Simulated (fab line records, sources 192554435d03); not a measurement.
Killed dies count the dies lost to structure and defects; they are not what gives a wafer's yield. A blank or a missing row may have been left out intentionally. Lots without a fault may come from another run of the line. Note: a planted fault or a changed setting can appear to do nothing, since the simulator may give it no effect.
Chamber matching :: flow n5 finfet :: N5_BEOL_M2_ETCH_70 on rie diel-05 has 4 sister chambers
The step etches SOC in N2/H2, target depth 80 nm, overetch 24 nm, time 130 s. 8 wafers are shown with their chamber, then 8 later ones without.

== WAFERS PAIRED WITH THEIR CHAMBERS ==
wafer: L077.1
chamber: 1
showerhead plenum p Torr (Torr): 2.59
throttle valve pct (%): 17.45

wafer: L079.6
chamber: 1
showerhead plenum p Torr (Torr): 2.59
throttle valve pct (%): 17.47

wafer: L083.1
chamber: 0
showerhead plenum p Torr (Torr): 2.48
throttle valve pct (%): 17.53

wafer: L083.2
chamber: 2
showerhead plenum p Torr (Torr): 2.46
throttle valve pct (%): 17.98

wafer: L088.1
chamber: 0
showerhead plenum p Torr (Torr): 2.47
throttle valve pct (%): 17.54

wafer: L088.4
chamber: 2
showerhead plenum p Torr (Torr): 2.46
throttle valve pct (%): 17.99

wafer: L088.6
chamber: 3
showerhead plenum p Torr (Torr): 2.69
throttle valve pct (%): 17.53

wafer: L090.1
chamber: 3
showerhead plenum p Torr (Torr): 2.69
throttle valve pct (%): 17.55

== WAFERS WHOSE CHAMBER IS MISSING ==
wafer: L090.3
showerhead plenum p Torr (Torr): 2.46
throttle valve pct (%): 17.99

wafer: L090.4
showerhead plenum p Torr (Torr): 2.58
throttle valve pct (%): 17.51

wafer: L096.1
showerhead plenum p Torr (Torr): 2.47
throttle valve pct (%): 17.58

wafer: L096.4
showerhead plenum p Torr (Torr): 2.69
throttle valve pct (%): 17.57

wafer: L096.5
showerhead plenum p Torr (Torr): 2.57
throttle valve pct (%): 17.55

wafer: L097.1
showerhead plenum p Torr (Torr): 2.46
throttle valve pct (%): 17.58

wafer: L097.3
showerhead plenum p Torr (Torr): 2.45
throttle valve pct (%): 18.05

wafer: L097.5
showerhead plenum p Torr (Torr): 2.57
throttle valve pct (%): 17.57

== WHICH CHAMBER EACH ONE RAN IN ==
wafer: L090.3
from the rows above: 2
in truth: 2

wafer: L090.4
from the rows above: 1
in truth: 1

wafer: L096.1
from the rows above: 0
in truth: 0

wafer: L096.4
from the rows above: 3
in truth: 3

wafer: L096.5
from the rows above: 1
in truth: 1

wafer: L097.1
from the rows above: 0
in truth: 0

wafer: L097.3
from the rows above: 2
in truth: 2

wafer: L097.5
from the rows above: 1
in truth: 1
8 of 8 placed correctly. Number that these rows cannot place: 0. 0 placed wrongly.
How it was worked out, from the rows above alone: a wafer's distance from a chamber is the root of the sum, over the readings, of the square of ((its reading less the chamber's mean) divided by the reading's scatter). If the next closest chamber is less than 2 further off than the closest, the wafer can't be placed; otherwise it belongs to the closest. A chamber's mean is the mean of its shown wafers. The scatter: take each reading less its chamber's mean, square it, sum over the shown wafers, divide by the number of wafers less the number of chambers, and take the root.
